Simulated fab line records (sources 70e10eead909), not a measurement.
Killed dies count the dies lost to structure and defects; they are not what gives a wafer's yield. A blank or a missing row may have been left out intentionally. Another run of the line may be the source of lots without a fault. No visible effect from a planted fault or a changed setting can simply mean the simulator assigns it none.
fab line records	flow nand-harc
record lots=12	wafers=36	last-day=24
route steps=1159 shown A_CHANNEL_HOLE_D1@472 A_CHANNEL_FILL_D1@492 END@1159
lots that met no fault: from a run of the same line without faults
start-h: hours from the record's opening day to when the first of the lot's shown wafers began	wait-h: hours since the lot's step before	" the same as in the row above	L1.1+2: several wafers, shown together as one row	- value missing, or start not given	* or withheld: withheld	< > ~ a bound
route shown NAME@n: a module of which the file shows steps, and the number in the route of the first	usual: mean/standard deviation taken from wafers without a fault	same: alike in all rows	chamber/n: place in a boat	sites: readings site by site	_std_site: standard deviation of those values	_edge_site: the outer-site mean with the inner-site mean subtracted	radius-mm: for every site, how far away it sits from the centre of the wafer	mask NAME#n: copy n	behind: tool/chamber where the wafer was last shaped	hold: what put the lot on hold/how long, in hours/how the hold closed	device: transistor that didn't switch, given as n, p or np	end of line: the same wafers' tests at the end of the route	a step given without rows: its recipe and nothing more	killed: dies lost to structure and defects at the first sort, not the wafer's yield	map: the dies of a wafer, with x for killed, . for not killed, _ for no die there
set.NAME: the setting the step ran with; set.NAME@STEP: the setting that earlier step ran with	model.NAME: the simulator's own value behind a step, which no gauge read
steps of the route over a sample of lots; a table a step, a row a wafer
services: from which hour (start-h, from the record's first day; less than 0 if before it) a tool's chamber was out of use, for how many hours, and why
## steps
# step NHARC_A_CHANNEL_HOLE_D1_ETCH_20
# recipe bias-v=3000	source-w=withheld	pressure-mtorr=20	time-s=361.9	ar-flow-sccm=375	c4f8-flow-sccm=89.3	o2-flow-sccm=35.7	temp-c=-20	target-depth-a=16000	chemistry=C4F8/O2/Ar
# usual chamber-pressure-mTorr=19.999/0.018	drypump-motor-current-A=5.7/0.31	mfc-ar-sccm=374.9/1	showerhead-plenum-p-Torr=3.75/0.054	throttle-valve-pct=32.156/0.0086
lot.wafer	tool	chamber	start-h	wait-h	chamber-pressure-mTorr	drypump-motor-current-A	mfc-ar-sccm	rf-hours-counter-h	showerhead-plenum-p-Torr	throttle-valve-pct
L778.2	har-etch-01	0	175.33	0.1	19.999	6.1	373.4	190	3.83	32.150
L778.1	"	1	"	"	19.998	5.3	374.2	190	3.83	32.152
L778.6	"	1	"	"	19.997	5.3	374.6	-	3.83	32.145
L779.1	har-etch-02	1	175.75	0.1	19.998	5.8	374.6	105	3.72	32.161
L779.2	"	0	"	"	20.013	5.5	373.7	105	3.72	32.166
L779.6	"	0	"	"	19.993	5.5	373.5	-	3.72	32.171
L780.1	har-etch-01	1	186.03	0.1	20.003	5.2	376.7	194	3.82	32.161
L780.4	"	0	"	"	19.971	6.1	373.5	-	3.82	32.164
L780.5	"	0	"	"	19.998	6.1	374.3	-	3.82	32.151
L784.1	har-etch-01	1	207.64	0.1	20.021	5.2	375.3	206	3.82	32.140
L784.4	"	1	"	"	19.983	5.2	375.5	-	3.82	32.170
L784.6	"	0	"	"	20.000	6.0	373.3	-	3.82	32.145
L786.1	har-etch-02	0	218.35	0.1	20.005	5.5	376.0	123	3.72	32.161
L786.3	"	1	"	"	20.007	5.8	374.1	-	3.71	32.153
L786.5	"	1	"	"	20.028	5.8	374.9	-	3.71	32.142
L787.2	har-etch-01	0	218.97	0.1	19.983	6.1	376.1	211	3.81	32.154
L787.6	"	1	"	"	19.993	5.2	374.7	-	3.81	32.145
L787.5	"	0	"	"	20.001	6.1	376.4	-	3.81	32.146
L788.1	har-etch-01	1	238.43	0.1	20.039	5.2	375.3	215	3.81	32.145
L788.4	"	0	"	"	19.982	6.1	376.3	-	3.81	32.171
L788.5	"	0	"	"	20.007	6.1	378.5	-	3.81	32.172
L789.1	har-etch-02	1	239.93	0.1	20.032	5.8	375.3	131	3.70	32.164
L789.5	"	0	"	"	19.978	5.5	375.1	-	3.71	32.162
L789.6	"	1	"	"	19.961	5.8	374.8	-	3.70	32.159
L791.1	har-etch-02	1	253.88	0.1	20.004	5.8	377.5	138	3.70	32.152
L791.3	"	1	"	"	19.994	5.8	374.9	-	3.70	32.157
L791.5	"	1	"	"	20.033	5.8	375.8	-	3.70	32.156
L792.2	har-etch-02	0	258.05	0.1	19.970	5.5	374.6	142	3.70	32.148
L792.4	"	1	"	"	19.987	5.8	375.1	-	3.70	32.151
L792.6	"	0	"	"	20.000	5.5	375.6	-	3.70	32.149
L794.2	har-etch-02	1	276.63	0.1	19.996	5.8	372.9	147	3.70	32.165
L794.4	"	1	"	"	20.001	5.8	376.1	-	3.70	32.152
L794.6	"	1	"	"	20.001	5.8	374.2	-	3.70	32.162
L801.2	har-etch-02	1	311.11	0.1	20.007	5.8	373.8	163	3.69	32.151
L801.1	"	0	"	"	19.997	5.5	374.6	163	3.69	32.144
L801.6	"	0	"	"	19.989	5.5	372.7	-	3.69	32.159
# step NHARC_A_CHANNEL_FILL_D1_ALD_02
# recipe target-thk-a=60	pulse-time-s=10	ald-cycles=60	temp-c=300	material=SiO2
# usual ald-cycles=60/0	heater-power-w=478/42	precursor-pulse-height-rel=0.997/0.02
# same pulse-time-s=10
lot.wafer	tool	chamber	start-h	wait-h	ald-cycles	heater-power-w	precursor-pulse-height-rel
L778.2	ald-hk-04	1	183.80	-	60	467	0.973
L778.1	"	0	"	"	60	547	0.974
L778.6	"	2	"	"	60	442	1.020
L779.2	ald-hk-02	2	183.90	-	60	528	1.023
L779.1	"	0	"	"	60	402	0.979
L779.6	"	2	"	"	60	517	0.994
L780.1	ald-hk-02	2	193.32	-	60	530	0.996
L780.4	"	0	"	"	60	398	1.035
L780.5	"	2	"	"	60	533	0.981
L784.1	ald-hk-04	2	213.52	-	60	445	1.011
L784.4	"	3	"	"	60	517	0.978
L784.6	"	1	"	"	60	485	0.972
L786.1	ald-hk-02	1	224.27	-	60	474	0.983
L786.3	"	2	"	"	60	518	0.998
L786.5	"	3	"	"	60	441	1.018
L787.2	ald-hk-02	3	225.11	-	60	446	1.019
L787.6	"	1	"	"	60	480	1.034
L787.5	"	2	"	"	60	524	1.015
L788.4	ald-hk-01	2	244.17	-	60	512	1.010
L788.1	"	1	"	"	60	449	0.984
L788.5	"	3	"	"	60	520	0.981
L789.1	ald-hk-01	3	245.67	-	60	502	0.976
L789.5	"	3	"	"	60	503	0.997
L789.6	"	0	"	"	60	398	1.000
L791.3	ald-hk-04	3	260.81	-	60	506	0.993
L791.1	"	1	"	"	60	497	1.017
L791.5	"	2	"	"	60	440	0.983
L792.2	ald-hk-04	0	265.11	-	60	507	1.030
L792.4	"	2	"	"	60	446	1.009
L792.6	"	3	"	"	60	509	1.029
L794.4	ald-hk-01	2	282.49	-	60	533	0.984
L794.2	"	0	"	"	60	413	0.990
L794.6	"	3	"	"	60	507	1.011
L801.2	ald-hk-02	0	317.10	0.3	60	418	0.975
L801.1	"	1	"	"	60	455	1.005
L801.6	"	2	"	"	60	516	0.994
# step NHARC_A_CHANNEL_FILL_D1_ALD_16
# recipe target-thk-a=15	pulse-time-s=10	ald-cycles=15	temp-c=300	material=SiO2
# usual ald-cycles=15/0	heater-power-w=475/42	precursor-pulse-height-rel=0.999/0.018
# same pulse-time-s=10
lot.wafer	tool	chamber	start-h	wait-h	ald-cycles	heater-power-w	precursor-pulse-height-rel
L779.1	ald-hk-02	3	200.27	4.3	15	454	1.009
L779.2	"	0	"	"	15	410	1.015
L779.6	"	2	"	"	15	518	0.995
L778.1	ald-hk-02	1	200.54	4.6	15	468	0.977
L778.2	"	2	"	"	15	529	1.012
L778.6	"	1	"	"	15	472	1.008
L780.4	ald-hk-04	0	210.14	0.0	15	499	0.979
L780.1	"	1	"	"	15	498	1.021
L780.5	"	1	"	"	15	496	0.971
L784.4	ald-hk-02	0	224.66	0.1	15	396	0.981
L784.1	"	1	"	"	15	464	0.996
L784.6	"	0	"	"	15	392	1.010
L787.2	ald-hk-02	3	236.38	0.1	15	427	0.984
L787.5	"	0	"	"	15	397	1.000
L787.6	"	1	"	"	15	478	0.985
L786.1	ald-hk-02	1	236.51	0.3	15	480	0.991
L786.3	"	2	"	"	15	534	0.989
L786.5	"	0	"	"	15	407	1.008
L788.4	ald-hk-04	3	256.31	0.0	15	500	1.022
L788.1	"	2	"	"	15	433	0.993
L788.5	"	3	"	"	15	507	1.012
L789.1	ald-hk-01	1	256.31	0.0	15	445	1.027
L789.6	"	1	"	"	15	444	1.023
L789.5	"	2	"	"	15	528	1.002
L791.1	ald-hk-01	0	272.82	0.5	15	402	1.006
L791.3	"	1	"	"	19	449	1.012
L791.5	"	3	"	"	19	511	0.954
L792.2	ald-hk-04	2	277.56	0.1	15	434	0.969
L792.4	"	0	"	"	15	511	1.010
L792.6	"	3	"	"	15	513	1.004
L794.2	ald-hk-04	0	294.32	0.1	15	515	1.007
L794.4	"	1	"	"	15	495	1.000
L794.6	"	0	"	"	15	524	0.982
L801.1	ald-hk-04	3	329.26	0.1	15	510	0.997
L801.2	"	0	"	"	15	515	0.979
L801.6	"	1	"	"	15	484	1.025
# step NHARC_A_CHANNEL_FILL_D1_STRIP_28
# recipe time-s=20	o2-flow-sccm=500	ar-flow-sccm=0	bias-w=0	chemistry=O2
# usual chamber-pressure-mTorr=60.00/0.055	drypump-motor-current-A=5.4/0.35	mfc-ar-sccm=0.009/0.011	oes-product-au=0.997/0.0096	rf-vpp-V=57.7/0.81	showerhead-plenum-p-Torr=3.48/0.12	throttle-valve-pct=17.036/0.0097
# same bias-w=0
lot.wafer	tool	chamber	start-h	wait-h	chamber-pressure-mTorr	drypump-motor-current-A	mfc-ar-sccm	oes-product-au	rf-hours-counter-h	rf-vpp-V	showerhead-plenum-p-Torr	throttle-valve-pct
L779.1	rie-diel-09	2	212.23	0.1	59.90	5.0	0.010	0.984	4.6	58.3	3.50	17.021
L779.2	"	1	"	"	59.95	6.1	0	1.001	4.8	58.3	3.54	17.044
L779.6	"	3	"	"	59.94	5.2	0	1.015	-	58.0	3.42	17.050
L778.1	rie-diel-11	1	212.24	0.1	60.02	5.5	0	1.001	0.3	56.0	3.32	17.041
L778.2	"	2	"	"	60.02	5.6	0	1.003	0.3	57.0	3.66	17.031
L778.6	"	0	"	"	59.98	5.8	0.005	0.984	-	57.3	3.48	17.037
L780.1	rie-diel-09	0	222.00	0.1	59.95	5.0	0.019	0.988	5.2	56.8	3.32	17.024
L780.4	"	1	"	"	59.94	6.1	0	1.003	5.0	58.4	3.54	17.034
L780.5	"	3	"	"	59.98	5.1	0	1.007	-	57.6	3.42	17.043
L784.4	rie-diel-03	0	236.63	0.1	59.93	6.3	0	0.989	2.5	57.5	3.42	17.040
L784.1	"	1	"	"	59.97	5.8	0.042	0.985	2.6	58.8	3.60	17.040
L784.6	"	3	"	"	60.06	5.6	0.035	1.012	-	57.1	3.31	17.038
L787.2	rie-diel-11	3	248.39	0.1	59.92	5.1	0.023	0.997	1.0	58.3	3.58	17.017
L787.6	"	2	"	"	59.93	5.6	0	1.005	-	57.6	3.66	17.041
L787.5	"	3	"	"	59.96	5.1	0.023	0.987	-	56.7	3.58	17.038
L786.3	rie-diel-11	2	248.42	0.1	60.03	5.6	0	1.001	1.0	59.0	3.66	17.031
L786.1	"	0	"	"	60.03	5.8	0.005	0.986	1.0	58.2	3.48	17.028
L786.5	"	3	"	"	59.99	5.1	0.023	0.988	-	57.8	3.58	17.018
L789.1	rie-diel-11	2	268.24	0.1	60.09	5.6	0	0.993	1.5	57.6	3.66	17.035
L789.5	"	2	"	"	60.02	5.6	0	1.012	-	58.4	3.66	17.028
L789.6	"	3	"	"	60.04	5.1	0.023	0.992	-	57.9	3.58	17.033
L788.4	rie-diel-09	0	268.25	0.1	60.05	5.0	0.019	1.007	0.0	57.0	3.32	17.042
L788.1	"	1	"	"	60.00	6.0	0	1.003	0.1	57.0	3.54	17.035
L788.5	"	2	"	"	60.06	5.0	0.010	1.001	-	58.1	3.50	17.049
L791.1	rie-diel-09	1	284.49	0.1	60.01	6.1	0	1.008	0.3	57.9	3.54	17.044
L791.3	"	2	"	"	59.97	5.0	0.010	0.986	0.6	56.6	3.50	17.031
L791.5	"	0	"	"	60.13	4.9	0.019	1.008	-	58.6	3.32	17.037
L792.4	rie-diel-11	3	289.75	0.1	60.09	5.1	0.023	1.000	2.0	58.1	3.58	17.022
L792.2	"	0	"	"	60.04	5.8	0.005	0.980	2.1	56.4	3.48	17.035
L792.6	"	3	"	"	59.96	5.1	0.023	0.992	-	59.4	3.58	17.021
L794.4	rie-diel-11	2	308.01	0.1	59.85	5.6	0	0.999	2.3	58.7	3.66	17.034
L794.2	"	1	"	"	60.01	5.5	0	1.002	2.4	59.1	3.32	17.044
L794.6	"	2	"	"	59.98	5.6	0	1.000	-	58.1	3.66	17.023
L801.1	rie-diel-11	3	341.28	0.1	60.00	5.1	0.023	0.982	3.2	56.6	3.58	17.049
L801.2	"	0	"	"	59.94	5.8	0.005	0.978	3.4	57.7	3.48	17.049
L801.6	"	3	"	"	60.08	5.1	0.023	0.985	-	59.7	3.58	17.046
# step NHARC_END_SORT_01
# recipe temp-c=25
# usual killed-at-array=29/8.4	killed-at-other=0.7/1.2	killed-at-periphery=3.8/2.1	killed-dies=33/9	killed-open=3.4/2	killed-short=2.1/1.4
# same gross-dies=677
lot.wafer	tool	chamber	start-h	wait-h	killed-at-array	killed-at-other	killed-at-periphery	killed-dies	killed-open	killed-short
L778.1	prober-01	0	487.65	2.5	33	0	8	41	5	2
L778.2	prober-01	0	488.46	2.8	29	0	5	34	5	1
L778.6	prober-01	0	491.68	4.0	29	0	3	32	1	2
L780.1	prober-02	0	487.74	2.5	48	1	2	51	2	2
L780.4	prober-02	0	490.11	3.4	30	1	5	36	2	2
L780.5	prober-02	0	490.89	3.7	32	0	6	38	7	2
L779.1	prober-02	0	495.49	2.5	24	0	4	28	2	3
L779.2	prober-02	0	496.29	2.8	19	0	3	22	0	3
L779.6	prober-02	0	499.47	4.0	27	0	6	33	5	5
L784.1	prober-01	0	495.51	2.5	37	0	5	42	1	3
L784.4	prober-01	0	497.92	3.4	36	1	1	38	2	4
L784.6	prober-01	0	499.52	4.0	36	0	3	39	3	4
L787.2	prober-01	0	504.02	2.7	27	0	5	32	1	3
L787.5	prober-01	0	506.44	3.7	29	0	7	36	4	2
L787.6	prober-01	0	507.25	4.0	28	0	6	34	5	1
L786.1	prober-01	0	511.08	2.5	22	0	2	24	4	2
L786.3	prober-01	0	512.70	3.1	23	0	0	23	2	5
L786.5	prober-01	0	514.31	3.7	22	0	4	26	5	0
L789.1	prober-02	0	518.89	2.5	19	0	5	24	3	1
L789.5	prober-02	0	522.07	3.7	25	0	7	32	2	2
L789.6	prober-02	0	522.86	4.0	22	0	2	24	2	1
L791.1	prober-01	0	518.95	2.5	21	0	5	26	4	3
L791.3	prober-01	0	520.55	3.1	32	0	3	35	2	3
L791.5	prober-01	0	522.15	3.7	33	1	5	39	3	2
L788.1	prober-02	0	526.62	2.5	38	0	6	44	5	6
L788.4	prober-02	0	529.03	3.4	36	0	5	41	4	3
L788.5	prober-02	0	529.83	3.7	34	0	5	39	2	2
L792.2	prober-01	0	535.42	2.8	31	3	5	39	10	3
L792.4	prober-01	0	537.04	3.4	37	2	3	42	5	2
L792.6	prober-01	0	538.67	4.1	29	0	7	36	4	5
L794.2	prober-02	0	543.06	2.8	16	6	3	25	4	0
L794.4	prober-02	0	544.64	3.4	16	7	2	25	6	2
L794.6	prober-02	0	546.22	4.0	19	1	5	25	4	3
L801.1	prober-02	0	565.46	2.5	17	0	5	22	3	0
L801.2	prober-02	0	566.26	2.8	18	0	5	23	3	3
L801.6	prober-02	0	569.46	4.0	25	0	2	27	3	3
# killed by level:class
L778.1 A_CHANNEL_HOLE_D1:chamber-film-flake=12 A_SLIT:chamber-film-flake=8 A_STAIRCASE:chamber-film-flake=4 A_CONTACT:chamber-film-flake=4 P_M0:chamber-film-flake=2 P_M1:chamber-film-flake=2 A_CHANNEL_FILL_D1:chamber-film-flake=2 P_GATE:geometric-particle:open=1
L780.1 A_CHANNEL_HOLE_D1:chamber-film-flake=20 A_CONTACT:chamber-film-flake=9 A_STAIRCASE:chamber-film-flake=8 A_M0:chamber-film-flake=5 A_WL_FILL:geometric-particle:short=2 A_SLIT:chamber-film-flake=2 P_M0:geometric-particle:open=1 A_ONON_D1:geometric-particle:open=1
L778.2 A_SLIT:chamber-film-flake=11 A_CHANNEL_HOLE_D1:chamber-film-flake=7 A_STAIRCASE:chamber-film-flake=3 P_M0:chamber-film-flake=2 A_CHANNEL_FILL_D1:chamber-film-flake=2 A_CONTACT:chamber-film-flake=2 P_M0:geometric-particle:short=1 P_M1:geometric-particle:open=1
L780.4 A_CHANNEL_HOLE_D1:chamber-film-flake=12 A_CONTACT:chamber-film-flake=5 A_STAIRCASE:chamber-film-flake=4 A_M0:chamber-film-flake=4 P_BONDPAD:chamber-film-flake=2 P_CONTACT:geometric-particle:open=1 A_ONON_D1:geometric-particle:short=1 A_SGD_CUT:geometric-particle:open=1
L780.5 A_CHANNEL_HOLE_D1:chamber-film-flake=10 A_STAIRCASE:chamber-film-flake=6 A_CONTACT:chamber-film-flake=6 A_CONTACT:geometric-particle:open=5 A_M0:chamber-film-flake=3 P_ZERO_WELL:chamber-film-flake=2 P_STI:chamber-film-flake=2 P_CONTACT:geometric-particle:open=1
L778.6 A_CHANNEL_HOLE_D1:chamber-film-flake=10 A_SLIT:chamber-film-flake=10 A_STAIRCASE:chamber-film-flake=4 A_CONTACT:chamber-film-flake=3 A_WL_FILL:geometric-particle:short=2 P_M1:chamber-film-flake=2 P_GATE:geometric-particle:open=1
L779.1 A_SLIT:chamber-film-flake=15 A_CHANNEL_HOLE_D1:chamber-film-flake=2 P_M0:geometric-particle:short=1 A_WL_FILL:geometric-particle:short=1 A_WL_FILL:geometric-particle:open=1 A_CONTACT:geometric-particle:short=1 A_BLC:geometric-particle:open=1 P_STI:chamber-film-flake=1
L784.1 A_CHANNEL_HOLE_D1:chamber-film-flake=18 A_SLIT:chamber-film-flake=10 P_CONTACT:chamber-film-flake=4 A_STAIRCASE:chamber-film-flake=2 A_CONTACT:chamber-film-flake=2 A_SOURCE_PLATE:geometric-particle:short=1 A_WL_FILL:geometric-particle:short=1 A_CONTACT:geometric-particle:short=1
L779.2 A_SLIT:chamber-film-flake=7 A_CONTACT:chamber-film-flake=4 P_M1:chamber-film-flake=3 A_ZERO_WELL:chamber-film-flake=3 A_CHANNEL_FILL_D1:geometric-particle:short=1 A_SLIT:geometric-particle:short=1 A_WL_FILL:geometric-particle:short=1 A_CHANNEL_HOLE_D1:chamber-film-flake=1
L784.4 A_CHANNEL_HOLE_D1:chamber-film-flake=19 A_SLIT:chamber-film-flake=11 P_CONTACT:geometric-particle:short=1 A_ONON_D1:geometric-particle:open=1 A_ONON_D1:geometric-particle:short=1 A_CHANNEL_HOLE_D1:geometric-particle:short=1 A_WL_FILL:geometric-particle:short=1 A_CONTACT:geometric-particle:open=1
L779.6 A_SLIT:chamber-film-flake=15 A_CHANNEL_HOLE_D1:chamber-film-flake=3 P_M1:chamber-film-flake=2 P_CONTACT:geometric-particle:short=1 P_M0:geometric-particle:open=1 P_M0:geometric-particle:short=1 A_ONON_D1:geometric-particle:short=1 A_CHANNEL_FILL_D1:geometric-particle:open=1
L784.6 A_CHANNEL_HOLE_D1:chamber-film-flake=17 A_SLIT:chamber-film-flake=9 A_CONTACT:chamber-film-flake=3 A_ONON_D1:geometric-particle:short=2 A_BLC:geometric-particle:short=2 P_M1:geometric-particle:open=1 A_ONON_D1:geometric-particle:open=1 A_WL_FILL:geometric-particle:open=1
L787.2 A_CHANNEL_HOLE_D1:chamber-film-flake=15 P_M0:chamber-film-flake=3 A_STAIRCASE:chamber-film-flake=3 A_CONTACT:chamber-film-flake=2 P_M0:geometric-particle:short=1 A_ONON_D1:geometric-particle:short=1 A_CHANNEL_HOLE_D1:geometric-particle:short=1 A_M0:geometric-particle:open=1
L787.5 A_CHANNEL_HOLE_D1:chamber-film-flake=18 A_STAIRCASE:chamber-film-flake=4 P_ZERO_WELL:chamber-film-flake=2 A_CONTACT:chamber-film-flake=2 P_GATE:geometric-particle:open=1 P_CONTACT:geometric-particle:open=1 A_ONON_D1:geometric-particle:short=1 A_SGD_CUT:geometric-particle:short=1
L787.6 A_CHANNEL_HOLE_D1:chamber-film-flake=13 A_CONTACT:chamber-film-flake=6 P_M0:chamber-film-flake=4 A_BONDPAD:chamber-film-flake=3 A_M0:geometric-particle:open=2 P_CONTACT:geometric-particle:open=1 A_CONTACT:geometric-particle:open=1 A_BLC:geometric-particle:open=1
L786.1 A_SLIT:chamber-film-flake=12 A_CHANNEL_HOLE_D1:chamber-film-flake=4 A_WL_FILL:geometric-particle:short=2 P_M2:geometric-particle:open=1 A_CHANNEL_HOLE_D1:geometric-particle:open=1 A_WL_FILL:geometric-particle:open=1 A_BLC:geometric-particle:open=1 P_ZERO_WELL:chamber-film-flake=1
L786.3 A_SLIT:chamber-film-flake=10 A_CHANNEL_HOLE_D1:chamber-film-flake=5 A_WL_FILL:geometric-particle:short=4 A_WL_FILL:geometric-particle:open=1 A_CONTACT:geometric-particle:short=1 A_M0:geometric-particle:open=1 A_STAIRCASE:chamber-film-flake=1
L786.5 A_SLIT:chamber-film-flake=13 A_CHANNEL_HOLE_D1:chamber-film-flake=6 P_CONTACT:geometric-particle:open=1 P_M1:geometric-particle:open=1 A_CHANNEL_HOLE_D1:geometric-particle:open=1 A_CONTACT:geometric-particle:open=1 A_BONDPAD:geometric-particle:open=1 P_STI:chamber-film-flake=1
L789.1 A_SLIT:chamber-film-flake=11 A_CHANNEL_HOLE_D1:chamber-film-flake=3 A_CONTACT:chamber-film-flake=3 P_GATE:geometric-particle:open=1 P_M0:geometric-particle:open=1 P_M0:geometric-particle:short=1 A_ONON_D1:geometric-particle:open=1 P_STI:chamber-film-flake=1
L791.1 A_SLIT:chamber-film-flake=11 A_STAIRCASE:chamber-film-flake=4 A_CHANNEL_HOLE_D1:chamber-film-flake=3 P_CONTACT:geometric-particle:open=2 P_STI:geometric-particle:open=1 P_GATE:geometric-particle:short=1 P_M0:geometric-particle:open=1 A_CHANNEL_FILL_D1:geometric-particle:short=1
L791.3 A_SLIT:chamber-film-flake=10 A_CHANNEL_HOLE_D1:chamber-film-flake=7 A_STAIRCASE:chamber-film-flake=7 A_WL_FILL:chamber-film-flake=2 P_CONTACT:geometric-particle:short=1 A_CHANNEL_HOLE_D1:geometric-particle:short=1 A_WL_FILL:geometric-particle:open=1 A_M0:geometric-particle:open=1
L789.5 A_SLIT:chamber-film-flake=11 A_CHANNEL_HOLE_D1:chamber-film-flake=5 P_CONTACT:chamber-film-flake=3 A_CONTACT:chamber-film-flake=3 P_GATE:chamber-film-flake=2 A_WL_FILL:chamber-film-flake=2 P_GATE:geometric-particle:short=1 P_CONTACT:geometric-particle:open=1
L791.5 A_SLIT:chamber-film-flake=13 A_STAIRCASE:chamber-film-flake=10 A_CHANNEL_HOLE_D1:chamber-film-flake=5 P_CONTACT:geometric-particle:open=2 A_WL_FILL:geometric-particle:short=2 P_GATE:chamber-film-flake=2 A_CONTACT:chamber-film-flake=2 A_CHANNEL_FILL_D1:geometric-particle:open=1
L789.6 A_SLIT:chamber-film-flake=12 A_CHANNEL_HOLE_D1:chamber-film-flake=3 A_WL_FILL:chamber-film-flake=2 P_CONTACT:geometric-particle:open=1 A_ONON_D1:geometric-particle:open=1 A_WL_FILL:geometric-particle:short=1 P_GATE:chamber-film-flake=1 A_CHANNEL_FILL_D1:chamber-film-flake=1
L788.1 A_CHANNEL_HOLE_D1:chamber-film-flake=11 A_M0:chamber-film-flake=8 A_WL_FILL:chamber-film-flake=4 A_WL_FILL:geometric-particle:short=2 A_CONTACT:geometric-particle:open=2 P_ZERO_WELL:chamber-film-flake=2 A_CHANNEL_FILL_D1:chamber-film-flake=2 A_CONTACT:chamber-film-flake=2
L788.4 A_CHANNEL_HOLE_D1:chamber-film-flake=15 A_CHANNEL_FILL_D1:chamber-film-flake=4 A_CONTACT:chamber-film-flake=4 A_M0:chamber-film-flake=4 A_STAIRCASE:chamber-film-flake=2 A_WL_FILL:chamber-film-flake=2 P_CONTACT:geometric-particle:open=1 P_M0:geometric-particle:short=1
L788.5 A_CHANNEL_HOLE_D1:chamber-film-flake=25 P_CONTACT:chamber-film-flake=3 A_M0:chamber-film-flake=3 A_WL_FILL:chamber-film-flake=2 P_M0:geometric-particle:open=1 A_CHANNEL_FILL_D1:geometric-particle:short=1 A_WL_FILL:geometric-particle:short=1 A_BLC:geometric-particle:open=1
L792.2 A_SLIT:chamber-film-flake=12 A_CHANNEL_HOLE_D1:chamber-film-flake=6 A_CONTACT:chamber-film-flake=4 A_CONTACT:geometric-particle:open=3 P_M1:geometric-particle:open=2 A_ONON_D1:geometric-particle:short=2 A_M0:geometric-particle:open=2 THIN_TSV:chamber-film-flake=2
L792.4 A_SLIT:chamber-film-flake=15 A_CHANNEL_HOLE_D1:chamber-film-flake=11 A_CONTACT:chamber-film-flake=5 A_CONTACT:geometric-particle:open=2 A_BLC:geometric-particle:open=2 P_M0:geometric-particle:open=1 A_WL_FILL:geometric-particle:short=1 STARTING-WAFER:geometric-particle:short=1
L792.6 A_SLIT:chamber-film-flake=19 A_CHANNEL_HOLE_D1:chamber-film-flake=3 P_GATE:geometric-particle:short=2 P_M0:geometric-particle:open=2 A_STAIRCASE:chamber-film-flake=2 P_M0:geometric-particle:short=1 A_ONON_D1:geometric-particle:short=1 A_CHANNEL_FILL_D1:geometric-particle:short=1
L794.2 A_CHANNEL_HOLE_D1:chamber-film-flake=6 A_WL_FILL:chamber-film-flake=4 THIN_TSV:chamber-film-flake=4 A_CONTACT:chamber-film-flake=3 A_CHANNEL_FILL_D1:geometric-particle:open=2 HYBRID_BOND:chamber-film-flake=2 P_M0:geometric-particle:open=1 P_M2:geometric-particle:open=1
L794.4 THIN_TSV:chamber-film-flake=6 A_CONTACT:geometric-particle:open=3 A_CONTACT:chamber-film-flake=3 A_CONTACT:geometric-particle:short=2 A_M1:geometric-particle:open=2 A_CHANNEL_HOLE_D1:chamber-film-flake=2 A_WL_FILL:geometric-particle:open=1 P_GATE:chamber-film-flake=1
L794.6 A_CHANNEL_HOLE_D1:chamber-film-flake=7 A_WL_FILL:chamber-film-flake=4 A_CONTACT:chamber-film-flake=3 A_ONON_D1:geometric-particle:short=2 A_CONTACT:geometric-particle:open=2 P_GATE:chamber-film-flake=2 P_M0:geometric-particle:short=1 P_M0:geometric-particle:open=1
L801.1 A_CHANNEL_HOLE_D1:chamber-film-flake=7 A_STAIRCASE:chamber-film-flake=4 P_GATE:chamber-film-flake=3 A_WL_FILL:geometric-particle:open=2 A_WL_FILL:chamber-film-flake=2 A_CONTACT:chamber-film-flake=2 P_STI:geometric-particle:open=1 P_ZERO_WELL:chamber-film-flake=1
L801.2 P_GATE:chamber-film-flake=4 A_CHANNEL_HOLE_D1:chamber-film-flake=4 A_STAIRCASE:chamber-film-flake=3 A_WL_FILL:chamber-film-flake=3 A_WL_FILL:geometric-particle:short=2 A_CONTACT:chamber-film-flake=2 A_CHANNEL_FILL_D1:geometric-particle:open=1 A_CONTACT:geometric-particle:open=1
L801.6 A_CHANNEL_HOLE_D1:chamber-film-flake=10 A_CONTACT:chamber-film-flake=4 A_BONDPAD:chamber-film-flake=2 P_GATE:geometric-particle:open=1 A_ONON_D1:geometric-particle:short=1 A_SGD_CUT:geometric-particle:short=1 A_WL_FILL:geometric-particle:open=1 A_CONTACT:geometric-particle:short=1
## services
tool	chamber	start-h	hours	kind
rie-diel-11	-	189.51	9.0	pm
ald-hk-04	-	194.74	10.0	pm
ald-hk-04	0	194.74	10.0	vent-cycle
ald-hk-04	1	194.74	10.0	vent-cycle
ald-hk-04	2	194.74	10.0	vent-cycle
ald-hk-04	3	194.74	10.0	vent-cycle
rie-diel-03	-	215.33	9.0	pm
rie-diel-09	3	220.59	1.2	repair
rie-diel-09	-	228.14	26.2	repair
ald-hk-01	-	229.01	10.0	pm
rie-diel-09	-	254.38	9.0	pm
rie-diel-03	2	255.59	13.9	repair
ald-hk-02	-	256.30	1.3	repair
rie-diel-09	1	275.54	7.0	repair
rie-diel-09	3	275.74	8.9	repair
ald-hk-02	0	283.37	10.0	vent-cycle
ald-hk-02	1	283.37	10.0	vent-cycle
ald-hk-02	0	293.37	-	clean
ald-hk-02	1	293.37	-	clean
ald-hk-02	2	293.37	-	clean
ald-hk-02	3	293.37	-	clean
har-etch-01	-	305.00	17.0	pm
rie-diel-11	2	313.25	14.0	repair
rie-diel-09	0	336.09	15.1	repair
## key
first-sign step=NHARC_A_CHANNEL_FILL_D1_ALD_16	reading=ald-cycles	direction=up	sigmas=99+	usual=15	struck=19
effect none on later readings
met-at NHARC_A_CHANNEL_FILL_D1_ALD_16
struck-lots L791
struck-wafers L791.3,L791.5
tester-left-out L791
not-acting-at NHARC_A_CHANNEL_HOLE_D1_ETCH_20,NHARC_A_CHANNEL_FILL_D1_ALD_02,NHARC_A_CHANNEL_FILL_D1_STRIP_28
onset-between 256.31 272.82
fault kind=process-parameter-drift	tool=ald-hk-01	chamber=-	onset-h=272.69	steps=NHARC_A_CHANNEL_FILL_D1_ALD_16	channel=ald-cycles	offset=4	shape=step	end-h=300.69	scope=struck-wafers-only	acts-in=these-recipes-only	stated=15
# tester-left-out: of these lots the tester's yield and bins aren't shown, on N5 and GAA mostly nor the transistor test; their killed dies are dies lost to structure and defects alone, not to doping, threshold or leakage, so they don't give the yield
